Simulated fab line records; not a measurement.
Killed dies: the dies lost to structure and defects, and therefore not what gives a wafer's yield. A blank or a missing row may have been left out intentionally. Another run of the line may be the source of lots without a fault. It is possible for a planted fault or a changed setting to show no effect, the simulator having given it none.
Matching of chambers + flow nandHarc + cmp-03 running NHARC_A_BLC_CMP_25: 4 sister chambers
The step polishes, t overpolish 30 s, target thk 150 nm. 8 wafers are shown with their chamber, then 10 later ones without.

## WAFERS WITH THEIR CHAMBER
| wafer  | chamber | motorCurrentA (A) | timeToEndpointS (s) |
|--------|---------|-------------------|---------------------|
| L076.6 | 2       | 10.9              | 29.3                |
| L083.4 | 3       | 12.8              | 30.5                |
| L083.5 | 2       | 11.2              | 34.1                |
| L086.1 | 3       | 12.9              | 31.7                |
| L086.2 | 1       | 13.8              | 31.0                |
| L086.4 | 0       | 12.9              | 31.0                |
| L091.1 | 1       | 13.1              | 30.4                |
| L091.3 | 0       | 12.8              | 30.2                |

## WAFERS WITHOUT THEIR CHAMBER
| wafer  | motorCurrentA (A) | timeToEndpointS (s) |
|--------|-------------------|---------------------|
| L091.6 | 13.2              | 31.0                |
| L097.1 | 12.9              | 30.1                |
| L097.4 | 13.3              | 30.8                |
| L097.6 | 12.3              | 31.5                |
| L095.2 | 10.5              | 32.0                |
| L095.3 | 13.2              | 28.8                |
| L095.5 | 10.6              | 30.8                |
| L094.3 | 12.6              | 28.3                |
| L094.5 | 12.5              | 30.5                |
| L094.6 | 12.0              | 29.9                |

## WHICH CHAMBER EACH WENT THROUGH
| wafer  | from the rows above          | in truth |
|--------|------------------------------|----------|
| L091.6 | can't be placed: 1 or 3 or 0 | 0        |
| L097.1 | can't be placed: 0 or 3 or 1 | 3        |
| L097.4 | can't be placed: 1 or 0 or 3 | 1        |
| L097.6 | can't be placed: 3 or 0      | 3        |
| L095.2 | 2                            | 2        |
| L095.3 | can't be placed: 1 or 0 or 3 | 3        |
| L095.5 | 2                            | 2        |
| L094.3 | can't be placed: 0 or 3 or 1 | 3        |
| L094.5 | can't be placed: 0 or 3      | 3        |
| L094.6 | can't be placed: 0 or 3 or 2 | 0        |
Placed correctly: 2 of 10. From these rows, 8 cannot be placed; in 8 the true chamber is one of the candidates. Wrongly placed: 0.
How it was worked out, from the rows above alone: a wafer's distance from a chamber is the root of the sum, over the readings, of the square of ((its reading less the chamber's mean) divided by the reading's scatter). If the next closest chamber is less than 2 further off than the closest, the wafer can't be placed; otherwise it belongs to the closest. Each chamber's mean is taken over the wafers shown for it. The scatter is the square root of a quotient: the sum, over the shown wafers, of each reading's squared deviation from its chamber's mean, divided by wafers minus chambers.
